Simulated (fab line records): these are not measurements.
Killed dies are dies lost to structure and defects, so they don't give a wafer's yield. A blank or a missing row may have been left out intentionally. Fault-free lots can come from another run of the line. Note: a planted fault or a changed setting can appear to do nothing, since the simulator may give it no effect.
Split-lot experiment | flow n5-finfet | route with 1938 steps; 7 lots, 21 wafers read

== SPLIT DETAILS ==
At N5_BEOL_M7_HM_DEP_02 (deposits TiN, target thk 20 nm), the setting target-thk-a was moved away from the recipe's 200 angstrom on 6 of the 21 wafers read, by -10.5% to +10.3%. For the rest of the wafers, this setting stayed at what the recipe calls for.

== FROM THE SPLIT TO THE READING: what the file shows between them, 4 steps ==
- N5_BEOL_M7_COAT_59: time 60 s, resist thk 100 nm
- N5_BEOL_M7_COAT_60: time 60 s, resist thk 35 nm
- N5_BEOL_M7_STRIP_68: strips in N2/H2
- N5_BEOL_M7_STRIP_67: strips in CF4

== THE READING ==
etch.depth-nm (the simulator's own value, which no gauge read), in nm, at N5_BEOL_M7_HM_OPEN_17 (chemistry Cl2/BCl3, target TiN, target depth 20 nm, overetch 6 nm). The file does not state a usual value for it. The 15 wafers here that ran the recipe average 19.95 nm, standard deviation 0.19 nm.

wafer  | tool, chamber at the split | target-thk-a as run, angstrom | against the recipe | etch.depth-nm, nm | against lot-mates on the recipe
L075.2 | pvd-sputter-01, -          | 179                           | -10.5%             | 18.02             | -2.17
L075.3 | pvd-sputter-01, -          | 200                           | recipe             | 20.19             | -
L075.4 | pvd-sputter-01, -          | 179                           | -10.5%             | 18.26             | -1.93
L078.1 | pvd-sputter-01, -          | 200                           | recipe             | 19.99             | -
L078.3 | pvd-sputter-01, -          | 200                           | recipe             | 20.14             | -
L078.6 | pvd-sputter-01, -          | 216.6                         | +8.3%              | 21.72             | +1.66
L077.1 | pvd-sputter-01, -          | 200                           | recipe             | 20.07             | -
L077.3 | pvd-sputter-01, -          | 189                           | -5.5%              | 19.19             | -0.82
L077.4 | pvd-sputter-01, -          | 200                           | recipe             | 19.96             | -
L084.2 | pvd-sputter-03, -          | 200                           | recipe             | 19.7              | -
L084.4 | pvd-sputter-03, -          | 220.7                         | +10.3%             | 21.96             | +2.26
L084.6 | pvd-sputter-03, -          | 220.7                         | +10.3%             | 21.86             | +2.16
L087.1 | pvd-sputter-03, -          | 200                           | recipe             | 19.77             | -
L087.5 | pvd-sputter-03, -          | 200                           | recipe             | 19.65             | -
L087.6 | pvd-sputter-03, -          | 200                           | recipe             | 19.78             | -
L088.2 | pvd-sputter-01, -          | 200                           | recipe             | 20.19             | -
L088.3 | pvd-sputter-01, -          | 200                           | recipe             | 20.2              | -
L088.6 | pvd-sputter-01, -          | 200                           | recipe             | 20.09             | -
L091.1 | pvd-sputter-02, -          | 200                           | recipe             | 19.89             | -
L091.4 | pvd-sputter-02, -          | 200                           | recipe             | 19.85             | -
L091.6 | pvd-sputter-02, -          | 200                           | recipe             | 19.74             | -

THE FIT
A straight line over all 21 wafers: etch.depth-nm changes by +0.182 nm for each +1% of target-thk-a; r = +0.98; the points scatter about the line by 0.19 nm.
The same after taking each lot's own level away (the mean of its wafers on the recipe; 21 wafers): +0.2 nm for each +1%; r = +1.00; scatter 0.098 nm.
According to that fit, moving target-thk-a by its largest amount changes the reading by 2.1 nm.
The span of the lots' own levels, 19.700 to 20.190 nm, comes to 2.6 times the standard deviation stated above.
The two slopes agree, so the slope changes little with the lot-to-lot level.
Check: -2.04 nm against its lot-mates is what the line predicts for one of the wafers moved furthest among these (-10.5%) when that wafer is left out of the fit. Against them it came out at -2.17 nm.

== THE OTHER SPLITS THESE WAFERS WENT THROUGH ==
These wafers also went through other splits before the reading. Each is held against what the fit with the lots' levels taken away leaves over:
other split on the same wafers | wafers away from the commonest value | r with etch.depth-nm (lot level and that fit taken away)
N5_BEOL_M5_COAT_74 spin-rpm    | 7                                    | +0.28
N5_BEOL_M6_ILD_DEP_00 time-s   | 5                                    | -0.18
N5_BEOL_M6_COAT_05 spin-rpm    | 2                                    | -0.25
N5_BEOL_M7_PECVD_70 temp-c     | 11                                   | +0.02

== THE WHOLE CHAIN: every reading that the file lists as answering this split, in the file's order ==
step                  | what it does                                                      | reading                                                                          | change (the file's fit)               | r (the file's)
N5_BEOL_M7_HM_DEP_02  | deposits TiN, target thk 20 nm                                    | TiN_of_BEOL_M7_HM_DEP_02.thk-nm (the simulator's own value, which no gauge read) | +0.197 nm for each +1% of the setting | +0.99
N5_BEOL_M7_HM_OPEN_17 | chemistry Cl2/BCl3, target TiN, target depth 20 nm, overetch 6 nm | etch.depth-nm (the simulator's own value, which no gauge read)                   | +0.198 nm for each +1% of the setting | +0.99

== FILE'S OWN FIT ==
etch.depth-nm changes by +0.198 nm for each +1% of target-thk-a, r = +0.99.
